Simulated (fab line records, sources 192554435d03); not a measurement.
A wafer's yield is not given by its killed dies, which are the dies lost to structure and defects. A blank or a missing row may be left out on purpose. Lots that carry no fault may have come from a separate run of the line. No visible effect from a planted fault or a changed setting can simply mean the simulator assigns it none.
Matching of chambers + flow n5-finfet + uv-cure-01 running N5_BEOL_M5_CURE_79: 3 sister chambers
The step cures SiCOH lowk, time 240 s. 20 wafers are shown with their chamber, then 10 later ones without.

== WAFERS, EACH WITH ITS CHAMBER ==
| wafer  | chamber | lamp-power-pct (%) | wafer_temp_C_max |
|--------|---------|--------------------|------------------|
| L079.3 | 2       | 52.28              | 386.6            |
| L079.4 | 2       | 52.23              | 386.3            |
| L079.5 | 2       | 52.32              | 387.4            |
| L081.1 | 2       | 52.34              | 386.7            |
| L081.3 | 2       | 52.24              | 386.5            |
| L081.5 | 2       | 52.20              | 386.7            |
| L081.2 | 2       | 52.36              | 386.6            |
| L081.4 | 2       | 52.23              | 386.5            |
| L081.6 | 2       | 52.34              | 386.9            |
| L086.2 | 0       | 52.38              | 386.8            |
| L086.5 | 0       | 52.32              | 387.2            |
| L086.6 | 0       | 52.31              | 387.4            |
| L088.1 | 1       | 52.28              | 386.5            |
| L088.2 | 1       | 52.31              | 386.8            |
| L088.3 | 1       | 52.33              | 387.1            |
| L088.4 | 1       | 52.39              | 386.8            |
| L088.5 | 1       | 52.27              | 386.5            |
| L088.6 | 1       | 52.32              | 387.0            |
| L090.2 | 0       | 52.38              | 386.9            |
| L090.3 | 0       | 52.34              | 386.8            |

SIGNATURES (averages over the wafers above)
| reading          | chamber 0 | chamber 1 | chamber 2 | scatter within a chamber |
|------------------|-----------|-----------|-----------|--------------------------|
| lamp-power-pct   | 52.3460   | 52.3167   | 52.2822   | 0.0495                   |
| wafer_temp_C_max | 387.020   | 386.783   | 386.689   | 0.285                    |
Rule: for a wafer and a chamber, the distance is found by dividing, reading by reading, the gap between the wafer's reading and the chamber's mean by the reading's scatter, squaring, summing and taking the root. If the next closest chamber is less than 2 further off than the closest, the wafer can't be placed; otherwise it belongs to the closest. How the scatter is found: for the shown wafers, subtract from each reading the mean of its chamber, square and add these, divide the total by (wafers less chambers), then take the root.

== WAFERS WHOSE CHAMBER IS MISSING ==
| wafer  | lamp-power-pct (%) | wafer_temp_C_max |
|--------|--------------------|------------------|
| L090.4 | 52.37              | 387.7            |
| L093.1 | 52.26              | 387.3            |
| L093.3 | 52.29              | 387.4            |
| L093.4 | 52.22              | 387.5            |
| L094.1 | 52.21              | 387.0            |
| L094.3 | 52.36              | 386.4            |
| L094.4 | 52.33              | 386.2            |
| L097.2 | 52.31              | 387.0            |
| L097.4 | 52.29              | 387.3            |
| L097.5 | 52.35              | 386.8            |

== CHAMBER TAKEN BY EACH ==
| wafer  | from the rows above          | in truth |
|--------|------------------------------|----------|
| L090.4 | can't be placed: 0 or 1 or 2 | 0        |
| L093.1 | can't be placed: 0 or 1 or 2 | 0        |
| L093.3 | can't be placed: 0 or 1 or 2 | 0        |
| L093.4 | can't be placed: 0 or 2 or 1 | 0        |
| L094.1 | can't be placed: 2 or 1 or 0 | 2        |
| L094.3 | can't be placed: 1 or 2 or 0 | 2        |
| L094.4 | can't be placed: 2 or 1 or 0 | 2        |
| L097.2 | can't be placed: 0 or 1 or 2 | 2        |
| L097.4 | can't be placed: 0 or 1 or 2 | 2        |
| L097.5 | can't be placed: 1 or 0 or 2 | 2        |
Placed correctly: 0 of 10. Unplaceable from these rows: 10, with the true chamber sitting among the candidates in 10. Wrongly placed: 0.
